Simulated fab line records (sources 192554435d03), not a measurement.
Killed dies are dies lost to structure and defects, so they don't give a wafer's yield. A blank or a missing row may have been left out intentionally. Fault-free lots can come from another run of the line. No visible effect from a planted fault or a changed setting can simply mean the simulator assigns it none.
fab line records	flow n5_finfet
record lots=10	wafers=27	last_day=16
route steps=1938 shown BEOL_M0_SAQP@650 BEOL_M4@1111
lots untouched by any fault: they come from a run of this same line in which no faults occurred
start_h: hours from the record's first day to the start of the lot's first wafer shown	wait_h: hours since the lot's step before	" repeats the value in the row above	L1.1+2: a row that stands for several wafers	- no value present, or no start provided	* or withheld: withheld	< > ~ a bound
route shown NAME@n: NAME is a module with steps in the file, n the number in the route of the first one	usual: the fault-free wafers' mean and standard deviation	same: alike in all rows	chamber/n: place in a boat	sites: each site's reading	_std_site: the values' standard deviation	_edge_site: inner sites' mean taken away from outer sites' mean	radius_mm: for every site, how far away it sits from the centre of the wafer	mask NAME#n: copy n	behind: tool/chamber where the wafer was last shaped	hold: cause of the lot's hold/its duration in hours/its outcome	device: transistor that didn't switch, given as n, p or np	end of line: the tests these same wafers got at the end of their route	a step without rows: its recipe alone	killed: dies that structure and defects cost at the first sort, which is not the same as the wafer's yield	map: per-die view of a wafer (x killed, . not killed, _ where there is no die)
set.NAME: the setting that was run; set.NAME@STEP: the one run at that earlier step	model.NAME: the simulator's own value behind a step, which no gauge read
one table for each step of the route and one row for each wafer, over a sample of lots
services: when a tool's chamber went out of use (start_h, in hours from the record's first day, below 0 if earlier), for how many hours, and the reason
## steps
# step N5_BEOL_M0_SAQP_OVL_MEAS_15
# recipe points_per_wafer=44
# usual M0_CORE_OVL=-0.3/0.76
lot.wafer	tool	chamber	start_h	wait_h	M0_CORE_OVL[nm]
L464.3	overlay-02	0	111.26	0.0	0.2
L464.5	"	0	"	"	1.3
L464.6	"	0	"	"	0.5
L465.2	overlay-02	0	117.26	0.0	-0.5
L465.6	"	0	"	"	-0.9
L467.1	overlay-02	0	133.49	0.0	0.7
L467.3	"	0	"	"	1.5
L467.6	"	0	"	"	1.1
L470.2	overlay-02	0	150.07	0.0	-0.8
L470.4	"	0	"	"	0.0
L470.6	"	0	"	"	-0.8
L476.3	overlay-01	0	184.03	0.0	0.0
L476.5	"	0	"	"	0.1
L481.2	overlay-01	0	215.15	0.0	-0.4
L481.4	"	0	"	"	0.0
L481.6	"	0	"	"	-0.6
L482.1	overlay-01	0	222.93	0.0	-1.0
L482.5	"	0	"	"	-1.3
L482.6	"	0	"	"	-0.2
L483.2	overlay-01	0	225.93	0.1	-0.1
L483.3	"	0	"	"	0.6
L483.5	"	0	"	"	0.5
L484.2	overlay-01	0	229.67	0.0	-0.9
L484.4	"	0	"	"	-1.1
L485.2	overlay-01	0	237.20	0.0	-0.5
L485.3	"	0	"	"	-1.4
L485.4	"	0	"	"	-0.6
# step N5_BEOL_M0_SAQP_CD_MEAS_25
# recipe target_cd_nm=13.1	landing_energy_ev=1000	detector=se_inlens
# usual cd_nm=12.82/0.21
lot.wafer	tool	chamber	start_h	wait_h	cd_nm
L464.3	cd_sem-01	0	113.92	0.1	12.95
L464.5	"	0	"	"	12.87
L464.6	"	0	"	"	13.34
L465.2	cd_sem-03	0	118.88	0.1	12.88
L465.6	"	0	"	"	12.79
L467.1	cd_sem-01	0	135.10	0.1	12.86
L467.3	"	0	"	"	12.88
L467.6	"	0	"	"	12.84
L470.2	cd_sem-02	0	151.93	0.1	12.86
L470.4	"	0	"	"	12.75
L470.6	"	0	"	"	12.65
L476.3	cd_sem-01	0	185.91	0.1	13.37
L476.5	"	0	"	"	12.57
L481.2	cd_sem-03	0	216.81	0.1	12.81
L481.4	"	0	"	"	12.61
L481.6	"	0	"	"	12.21
L482.1	cd_sem-03	0	224.55	0.1	12.79
L482.5	"	0	"	"	12.69
L482.6	"	0	"	"	13.21
L483.2	cd_sem-02	0	229.11	0.1	12.82
L483.3	"	0	"	"	12.65
L483.5	"	0	"	"	12.69
L484.2	cd_sem-01	0	232.06	0.1	12.88
L484.4	"	0	"	"	13.37
L485.2	cd_sem-01	0	238.82	0.1	12.82
L485.3	"	0	"	"	12.96
L485.4	"	0	"	"	13.00
# step N5_BEOL_M0_SAQP_ETCH_101
# recipe chemistry=CH3F/O2	target=SiNx	mask_material=SiO2	target_depth_a=299	time_s=42.7	pressure_mtorr=30	source_w=395	bias_w=73	Ar_flow_sccm=150	CH3F_flow_sccm=30	O2_flow_sccm=20	ion_energy_ev=120
# usual drypump_motor_current_A=5.7/0.53	oes_product_au=0.78/0.07	rf_fwd_power_W=392.7/1.4	rf_vpp_V=296/6.5	showerhead_plenum_p_Torr=2.00/0.075	throttle_valve_pct=16.27/0.23
lot.wafer	tool	chamber	start_h	wait_h	drypump_motor_current_A	oes_product_au	rf_fwd_power_W	rf_hours_counter_h	rf_vpp_V	showerhead_plenum_p_Torr	throttle_valve_pct
L464.3	rie_diel-03	1	114.00	0.1	6.1	0.93	392.2	19	299	1.95	16.06
L464.5	"	3	"	"	5.4	0.72	393.8	-	290	2.07	16.37
L464.6	"	0	"	"	5.9	0.75	393.4	-	306	2.01	16.47
L465.2	rie_diel-05	0	118.92	0.0	5.6	0.78	393.6	102	287	1.86	16.30
L465.6	"	2	"	"	6.7	0.83	393.2	-	298	2.09	15.84
L467.1	rie_diel-05	3	135.14	0.0	5.8	0.72	392.5	198	304	2.07	16.14
L467.3	"	2	"	"	6.8	0.83	393.4	90	298	2.09	15.83
L467.6	"	2	"	"	6.7	0.83	391.1	-	298	2.09	15.84
L470.2	rie_diel-05	3	151.97	0.0	5.7	0.72	394.0	204	303	2.07	16.16
L470.4	"	1	"	"	6.1	0.85	393.2	51	296	2.10	16.03
L470.6	"	1	"	"	6.1	0.73	395.4	-	295	2.10	16.01
L476.3	rie_diel-03	2	185.94	0.0	5.1	0.75	391.1	159	295	1.92	16.37
L476.5	"	1	"	"	6.1	0.88	392.4	-	298	1.94	16.11
L481.2	rie_diel-03	0	216.85	0.0	5.9	0.73	392.2	172	306	2.00	16.51
L481.4	"	1	"	"	6.1	0.88	390.0	52	297	1.94	16.14
L481.6	"	3	"	"	5.4	0.70	392.2	-	290	2.06	16.44
L482.1	rie_diel-01	2	224.59	0.0	5.0	0.67	392.2	248	300	1.96	16.84
L482.5	"	2	"	"	5.0	0.67	392.1	-	299	1.96	16.85
L482.6	"	0	"	"	4.9	0.84	392.9	-	286	2.01	16.33
L483.2	rie_diel-01	0	229.15	0.0	4.9	0.85	390.4	75	288	2.01	16.34
L483.3	"	1	"	"	5.8	0.84	395.0	57	302	2.03	16.38
L483.5	"	0	"	"	4.9	0.85	392.8	-	289	2.01	16.34
L484.2	rie_diel-05	0	232.10	0.0	5.6	0.75	391.8	134	285	1.85	16.34
L484.4	"	1	"	"	6.1	0.82	393.0	74	296	2.09	16.07
L485.2	rie_diel-01	3	238.85	0.0	5.3	0.69	392.1	222	290	1.90	16.44
L485.3	"	1	"	"	5.8	0.84	392.8	61	302	2.03	16.37
L485.4	"	3	"	"	5.3	0.68	392.6	-	291	1.90	16.44
# step N5_BEOL_M0_SAQP_ETCH_102
# recipe chemistry=CF4	target=SiO2	target_depth_a=40	ion_energy_ev=350	time_s=4.4	pressure_mtorr=10	icp_w=800	bias_w=400	cf4_flow_sccm=80
# usual drypump_motor_current_A=5.6/0.54	oes_product_au=0.996/0.021	rf_fwd_power_W=790/3.5	throttle_valve_pct=21.7/0.35
lot.wafer	tool	chamber	start_h	wait_h	drypump_motor_current_A	oes_product_au	rf_fwd_power_W	rf_hours_counter_h	throttle_valve_pct
L464.3	rie_si-02	0	114.10	0.1	5.0	0.986	797	10	21.3
L464.5	"	1	"	"	5.5	1.007	788	-	22.0
L464.6	"	2	"	"	6.4	0.987	793	-	21.8
L465.2	rie_si-01	0	119.02	0.1	6.5	1.013	788	132	21.5
L465.6	"	3	"	"	5.2	0.963	794	-	21.6
L467.1	rie_si-02	2	135.25	0.1	6.4	0.997	793	156	21.8
L467.3	"	0	"	"	4.9	0.984	793	11	21.3
L467.6	"	0	"	"	5.0	0.990	798	-	21.3
L470.2	rie_si-02	3	152.08	0.1	5.5	0.980	792	133	22.3
L470.4	"	0	"	"	4.9	0.988	793	11	21.3
L470.6	"	0	"	"	4.9	0.822	796	-	21.2
L476.3	rie_si-02	1	186.05	0.1	5.5	1.023	790	3	22.0
L476.5	"	1	"	"	5.5	1.017	789	-	22.0
L481.2	rie_si-01	2	216.96	0.1	5.5	1.012	785	177	21.8
L481.4	"	0	"	"	6.5	1.009	788	134	21.5
L481.6	"	1	"	"	5.2	0.975	786	-	21.2
L482.1	rie_si-01	0	224.70	0.1	6.5	1.029	785	134	21.4
L482.5	"	0	"	"	6.5	1.032	787	-	21.5
L482.6	"	1	"	"	5.2	0.981	789	-	21.2
L483.2	rie_si-01	3	229.25	0.1	5.3	0.967	792	78	21.6
L483.3	"	2	"	"	5.5	1.013	788	178	21.8
L483.5	"	0	"	"	6.5	1.005	791	-	21.4
L484.2	rie_si-02	0	232.20	0.1	4.9	1.003	795	12	21.3
L484.4	"	1	"	"	5.5	1.019	792	4	22.0
L485.2	rie_si-02	0	238.96	0.1	4.9	0.994	790	12	21.3
L485.3	"	3	"	"	5.5	0.968	790	134	22.3
L485.4	"	1	"	"	5.5	1.015	788	4	22.0
# step N5_BEOL_M0_SAQP_SPACER2_ETCHBACK_27
# recipe chemistry=CHF3/O2	mode=anisotropic_etchback	target=SiO2	target_depth_a=225	time_s=11.25	pressure_mtorr=30	source_w=650	bias_w=170	Ar_flow_sccm=200	CHF3_flow_sccm=50	O2_flow_sccm=5	ion_energy_ev=200
# usual drypump_motor_current_A=5.5/0.52	oes_product_au=0.78/0.078	rf_fwd_power_W=645.2/2.4	rf_vpp_V=520/11	showerhead_plenum_p_Torr=2.40/0.081	throttle_valve_pct=18.87/0.24
lot.wafer	tool	chamber	start_h	wait_h	drypump_motor_current_A	oes_product_au	rf_fwd_power_W	rf_hours_counter_h	rf_vpp_V	showerhead_plenum_p_Torr	throttle_valve_pct
L464.3	rie_diel-05	1	115.81	0.3	6.1	0.86	645.1	42	523	2.54	18.59
L464.5	"	2	"	"	6.7	0.84	643.1	-	524	2.51	18.33
L464.6	"	1	"	"	6.1	0.86	644.8	-	522	2.54	18.59
L465.2	rie_diel-01	3	120.44	0.3	5.3	0.71	648.7	187	513	2.31	18.88
L465.6	"	3	"	"	5.4	0.72	647.7	-	513	2.31	18.87
L467.1	rie_diel-03	0	136.66	0.3	5.9	0.75	645.3	151	539	2.41	19.01
L467.3	"	2	"	"	5.0	0.77	646.0	144	516	2.32	18.87
L467.6	"	1	"	"	6.1	0.92	643.5	-	526	2.35	18.63
L470.2	rie_diel-05	3	153.77	0.5	5.8	0.71	646.3	204	536	2.49	18.63
L470.4	"	0	"	"	5.6	0.77	647.5	111	501	2.24	18.85
L470.6	"	1	"	"	6.1	0.85	646.7	-	522	2.54	18.61
L476.3	rie_diel-03	3	187.46	0.3	5.4	0.70	641.8	232	507	2.47	18.91
L476.5	"	3	"	"	5.4	0.70	646.0	-	508	2.47	18.89
L481.2	rie_diel-03	3	218.70	0.3	5.4	0.69	646.3	242	508	2.47	18.91
L481.4	"	2	"	"	5.0	0.75	646.2	169	519	2.31	18.94
L481.6	"	3	"	"	5.4	0.70	646.6	-	508	2.47	18.89
L482.1	rie_diel-01	2	226.25	0.3	5.0	0.67	650.3	249	529	2.36	19.38
L482.5	"	2	"	"	5.0	0.67	647.3	-	528	2.36	19.39
L482.6	"	1	"	"	5.8	0.86	640.7	-	530	2.44	18.92
L483.2	rie_diel-01	1	230.85	0.5	5.7	0.84	643.5	58	532	2.44	18.94
L483.3	"	0	"	"	4.9	0.84	645.8	76	507	2.43	18.92
L483.5	"	3	"	"	5.3	0.68	646.1	-	513	2.29	18.92
L484.2	rie_diel-01	3	234.30	0.4	5.3	0.69	643.3	220	513	2.29	18.93
L484.4	"	0	"	"	4.9	0.85	637.0	-	506	2.43	18.93
L485.2	rie_diel-05	3	242.10	0.3	5.7	0.69	647.8	229	536	2.48	18.67
L485.3	"	0	"	"	5.6	0.75	640.9	138	502	2.23	18.88
L485.4	"	1	"	"	6.1	0.80	649.2	77	521	2.53	18.66
# step N5_BEOL_M4_RC_MEAS_101
# usual DIBL_N=36.3/1.6	DIBL_P=36.2/2.1	IOFF_N=0.16/0.031	IOFF_P=0.21/0.034	ION_N=673/11	ION_P=461/7.4	SS_N=71.6/0.55	SS_P=73.3/0.66	VT_N=251/3.2	VT_P=-251/3.5
lot.wafer	tool	chamber	start_h	wait_h	DIBL_N[mV/V]	DIBL_P[mV/V]	IOFF_N[nA/um]	IOFF_P[nA/um]	ION_N[uA/um]	ION_P[uA/um]	SS_N[mV/dec]	SS_P[mV/dec]	VT_N[mV]	VT_P[mV]
L464.3	prober-02	0	159.98	0.3	36.3	36.0	0.14	0.21	683	471	71.0	73.8	254	-254
L464.5	"	0	"	"	36.8	36.5	0.14	0.21	665	462	71.5	73.4	253	-253
L464.6	"	0	"	"	38.4	37.9	0.17	0.25	676	464	71.2	74.0	250	-251
L465.2	prober-02	0	163.25	0.2	33.4	33.4	0.12	0.15	664	452	70.8	72.9	258	-254
L465.6	"	0	"	"	35.0	36.1	0.15	0.20	661	453	71.6	73.3	249	-251
L467.1	prober-02	0	185.05	0.0	36.0	35.8	0.14	0.22	661	460	72.0	73.4	255	-250
L467.3	"	0	"	"	38.8	39.2	0.20	0.28	679	467	71.9	74.3	249	-244
L467.6	"	0	"	"	38.9	39.4	0.19	0.28	675	473	72.2	74.7	248	-244
L470.2	prober-01	0	204.88	0.2	35.2	34.9	0.13	0.17	663	448	71.0	72.3	254	-255
L470.4	"	0	"	"	34.9	34.1	0.12	0.17	655	452	70.8	72.7	253	-255
L470.6	"	0	"	"	36.1	35.5	0.14	0.18	669	454	71.9	72.6	255	-254
L476.3	prober-01	0	236.62	0.3	38.2	37.3	0.17	0.19	673	450	72.4	73.8	249	-257
L476.5	"	0	"	"	35.9	35.5	0.14	0.17	669	451	70.9	72.5	252	-256
L481.2	prober-01	0	261.83	0.2	37.7	38.2	0.18	0.22	687	465	71.7	73.5	249	-252
L481.4	"	0	"	"	37.0	36.0	0.15	0.20	668	461	72.2	73.6	250	-255
L481.6	"	0	"	"	38.1	37.4	0.19	0.23	676	464	72.0	73.1	250	-248
L482.1	prober-01	0	268.94	0.0	36.5	37.0	0.16	0.20	669	462	72.3	73.6	251	-249
L482.5	"	0	"	"	36.2	36.8	0.15	0.20	665	460	71.2	73.7	251	-251
L482.6	"	0	"	"	35.5	34.7	0.13	0.17	661	452	71.5	73.0	256	-253
L483.2	prober-01	0	273.49	0.2	36.9	37.1	0.16	0.18	670	454	71.6	73.1	251	-258
L483.3	"	0	"	"	33.8	33.7	0.11	0.13	662	446	70.9	72.7	256	-262
L483.5	"	0	"	"	36.6	37.1	0.16	0.17	682	459	71.5	73.2	249	-258
L484.2	prober-01	0	281.13	0.2	36.8	35.2	0.15	0.19	667	454	71.3	73.0	253	-254
L484.4	"	0	"	"	38.1	37.4	0.17	0.21	689	464	71.6	74.0	246	-253
L485.2	prober-01	0	295.65	0.2	34.2	32.7	0.10	0.14	656	455	70.4	71.8	257	-254
L485.3	"	0	"	"	37.2	37.0	0.15	0.19	667	456	71.2	72.6	251	-253
L485.4	"	0	"	"	36.9	36.4	0.14	0.19	666	463	71.6	72.9	252	-255
## services
tool	chamber	start_h	hours	kind
rie_diel-01	-	105.87	0.6	repair
rie_diel-01	1	140.00	12.9	repair
rie_diel-05	-	159.79	0.5	repair
rie_diel-03	0	181.89	7.9	repair
rie_si-02	0	182.12	4.4	repair
rie_si-01	-	189.86	0.9	repair
rie_diel-01	-	191.85	2.8	pm
rie_diel-01	3	211.88	14.8	repair
rie_diel-01	2	230.42	-	clean
rie_diel-01	2	230.42	-	consumable_replace:focus_ring
rie_diel-01	2	230.42	13.2	scheduled_down
rie_diel-01	2	230.42	13.2	vent_cycle
rie_diel-03	3	232.01	2.0	repair
## key
first_sign step=N5_BEOL_M0_SAQP_ETCH_102	reading=oes_product_au	direction=down	sigmas=8.2	usual=0.996	struck=0.822
effect none on later readings
met_at N5_BEOL_M0_SAQP_ETCH_101
struck_lots L470
struck_wafers L470.6
not_acting_at N5_BEOL_M0_SAQP_OVL_MEAS_15,N5_BEOL_M0_SAQP_CD_MEAS_25,N5_BEOL_M0_SAQP_SPACER2_ETCHBACK_27
onset_between 135.14 151.97
fault kind=process_parameter_drift	tool=rie_diel-05	chamber=-	onset_h=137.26	steps=N5_BEOL_M0_SAQP_ETCH_101	channel=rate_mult	offset=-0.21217	shape=step	end_h=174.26	scope=struck_wafers_only
